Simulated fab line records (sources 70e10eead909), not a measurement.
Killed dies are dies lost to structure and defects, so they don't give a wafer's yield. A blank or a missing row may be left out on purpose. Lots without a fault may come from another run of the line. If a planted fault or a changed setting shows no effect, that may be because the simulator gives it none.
Matching of chambers -- flow nandHarc -- 4 sister chambers for NHARC_A_M1_DESCUM_14 on rieDiel-13
The step chemistry O2, time 3 s. 22 wafers are shown with their chamber, then 11 later ones without.

== WAFERS PAIRED WITH THEIR CHAMBERS ==
wafer,chamber,showerheadPlenumPTorr (Torr),drypumpMotorCurrentA (A),throttleValvePct (%)
L075.1,1,1.90,6.1,11.317
L075.2,0,1.80,5.4,11.309
L075.4,1,1.90,6.1,11.307
L079.1,2,2.00,6.2,11.318
L079.3,1,1.90,6.1,11.317
L079.5,3,1.96,5.5,11.332
L080.2,2,1.99,6.2,11.305
L080.5,0,1.80,5.5,11.300
L080.6,1,1.90,6.1,11.306
L081.1,1,1.90,6.1,11.308
L081.4,3,1.96,5.5,11.315
L081.6,2,1.99,6.2,11.305
L082.1,1,1.90,6.1,11.308
L082.2,3,1.96,5.5,11.324
L082.5,3,1.96,5.5,11.304
L095.1,3,1.96,5.5,11.313
L095.2,1,1.90,6.1,11.313
L095.3,0,1.80,5.4,11.298
L092.3,3,1.96,5.5,11.312
L092.4,1,1.90,6.1,11.314
L092.6,1,1.90,6.1,11.314
L093.1,3,1.96,5.5,11.325

SIGNATURES (averages over the wafers above)
reading,chamber 0,chamber 1,chamber 2,chamber 3,scatter within a chamber
showerheadPlenumPTorr,1.8000,1.9000,1.9933,1.9600,0.00192
drypumpMotorCurrentA,5.433,6.100,6.200,5.500,0.0192
throttleValvePct,11.30233,11.31156,11.30933,11.31786,0.00699
Rule: a wafer lies at a distance from a chamber equal to the root of the sum of squares, over the readings, of (its reading less the chamber's mean, divided by the reading's scatter). If the next closest chamber is less than 2 further off than the closest, the wafer can't be placed; otherwise it belongs to the closest. The scatter: take each reading less its chamber's mean, square it, sum over the shown wafers, divide by the number of wafers less the number of chambers, and take the root.

== WAFERS MISSING THEIR CHAMBER ==
wafer,showerheadPlenumPTorr (Torr),drypumpMotorCurrentA (A),throttleValvePct (%)
L093.3,1.80,5.4,11.315
L093.5,1.80,5.4,11.319
L094.2,1.90,6.1,11.307
L094.5,1.80,5.4,11.326
L094.6,1.96,5.5,11.310
L096.2,1.99,6.2,11.301
L096.5,1.80,5.5,11.314
L096.6,1.90,6.1,11.309
L097.2,1.96,5.5,11.323
L097.3,1.90,6.1,11.315
L097.6,1.80,5.4,11.319

== THE CHAMBER EACH PASSED THROUGH ==
wafer,from the rows above,in truth
L093.3,0,0
L093.5,0,0
L094.2,1,1
L094.5,0,0
L094.6,3,3
L096.2,2,2
L096.5,0,0
L096.6,1,1
L097.2,3,3
L097.3,1,1
L097.6,0,0
Placed correctly: 11 of 11. Number that these rows cannot place: 0. Wrongly placed: 0.
